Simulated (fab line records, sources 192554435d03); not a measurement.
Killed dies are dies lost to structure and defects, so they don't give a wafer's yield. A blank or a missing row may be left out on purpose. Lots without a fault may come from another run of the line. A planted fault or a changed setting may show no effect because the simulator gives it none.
Split-lot experiment | flow n5_finfet | 7 lots, 21 wafers read, on a route of 1938 steps

THE SPLIT
At N5_BEOL_M4_COAT_76 (time 60 s, resist thk 5 nm), the setting spin_rpm was moved away from the recipe's 1500 rpm on 8 of the 21 wafers read, by -5.2% to +10.2%. The other wafers ran this setting at the recipe's value.

FROM THE SPLIT TO THE READING: what the file shows between them, 3 steps
- N5_BEOL_M4_COAT_22: resist thk 30 nm
- N5_BEOL_M4_EBR_24
- N5_BEOL_M4_DESCUM_33: chemistry O2, time 7 s

THE READING
etch.depth_nm (the simulator's own value, which no gauge read), in nm, at N5_BEOL_M4_ETCH_77 (etches underlayer in N2/H2, target depth 6.5 nm, time 5.2 s). The file gives no usual value for it. The 13 wafers here that ran the recipe average 4.990 nm, standard deviation 0.01 nm.

wafer  | tool, chamber at the split | spin_rpm as run, rpm | against the recipe | etch.depth_nm, nm | against lot-mates on the recipe
L074.1 | litho_track-05, 0          | 1500                 | recipe             | 4.98              | -
L074.3 | litho_track-05, 0          | 1422                 | -5.2%              | 5.119             | +0.139
L074.5 | litho_track-05, 0          | 1422                 | -5.2%              | 5.132             | +0.152
L083.2 | litho_track-03, 0          | 1500                 | recipe             | 5                 | -
L083.4 | litho_track-03, 0          | 1500                 | recipe             | 4.977             | -
L083.5 | litho_track-03, 0          | 1500                 | recipe             | 4.995             | -
L087.2 | litho_track-05, 0          | 1428                 | -4.8%              | 5.126             | +0.132
L087.3 | litho_track-05, 0          | 1500                 | recipe             | 4.994             | -
L087.5 | litho_track-05, 0          | 1428                 | -4.8%              | 5.131             | +0.137
L086.4 | litho_track-05, 0          | 1615                 | +7.7%              | 4.822             | -0.183
L086.5 | litho_track-05, 0          | 1500                 | recipe             | 5.005             | -
L086.6 | litho_track-05, 0          | 1615                 | +7.7%              | 4.815             | -0.190
L091.1 | litho_track-01, 0          | 1500                 | recipe             | 4.994             | -
L091.3 | litho_track-01, 0          | 1500                 | recipe             | 4.977             | -
L091.4 | litho_track-01, 0          | 1500                 | recipe             | 4.974             | -
L093.2 | litho_track-01, 0          | 1653                 | +10.2%             | 4.746             | -0.248
L093.5 | litho_track-01, 0          | 1500                 | recipe             | 4.994             | -
L093.6 | litho_track-01, 0          | 1653                 | +10.2%             | 4.747             | -0.247
L097.1 | litho_track-01, 0          | 1500                 | recipe             | 4.986             | -
L097.2 | litho_track-01, 0          | 1500                 | recipe             | 5.004             | -
L097.6 | litho_track-01, 0          | 1500                 | recipe             | 4.985             | -

THE FIT
A straight line over all 21 wafers: etch.depth_nm changes by -0.0244 nm for each +1% of spin_rpm; r = -0.99; the points scatter about the line by 0.012 nm.
The same after taking each lot's own level away (the mean of its wafers on the recipe; 21 wafers): -0.0253 nm for each +1%; r = -1.00; scatter 0.009 nm.
On that fit, the largest move of spin_rpm shifts the reading by 0.26 nm.
The lots' own levels span 4.9800 to 5.0050 nm, that is 2.5 times the standard deviation above.
So the lot-to-lot level changes the slope little: the two slopes agree.
Check: with one of the wafers moved furthest among these (+10.2%) left out of the fit, the line predicts -0.256 nm for it against its lot-mates. It came out at -0.248 nm against them.

OTHER SPLITS ON THESE WAFERS
These wafers also went through other splits before the reading. Each is held against what the fit with the lots' levels taken away leaves over:
other split on the same wafers | wafers away from the commonest value | r with etch.depth_nm (lot level and that fit taken away)
N5_BEOL_M1_COAT_61 spin_rpm    | 6                                    | -0.12
N5_BEOL_M2_COAT_22 spin_rpm    | 6                                    | -0.16
N5_BEOL_M2_ALD_98 ald_cycles   | 6                                    | -0.29
N5_BEOL_M3_EXPOSE_25 dose_mj   | 7                                    | +0.22
N5_BEOL_M3_ETCH_70 source_w    | 7                                    | -0.29
N5_BEOL_M4_ETCH_64 time_s      | 8                                    | +0.33

THE WHOLE CHAIN: every reading that the file lists as answering this split, in the file's order
step               | what it does                                                | reading                                                                            | change (the file's fit)                | r (the file's)
N5_BEOL_M4_ETCH_77 | etches underlayer in N2/H2, target depth 6.5 nm, time 5.2 s | CAR-EUV_of_BEOL_M4_COAT_22.thk_nm (the simulator's own value, which no gauge read) | +0.0394 nm for each +1% of the setting | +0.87
N5_BEOL_M4_ETCH_77 | etches underlayer in N2/H2, target depth 6.5 nm, time 5.2 s | etch.depth_nm (the simulator's own value, which no gauge read)                     | -0.0252 nm for each +1% of the setting | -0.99

THE FILE'S OWN FIT
etch.depth_nm changes by -0.0252 nm for each +1% of spin_rpm, r = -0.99.
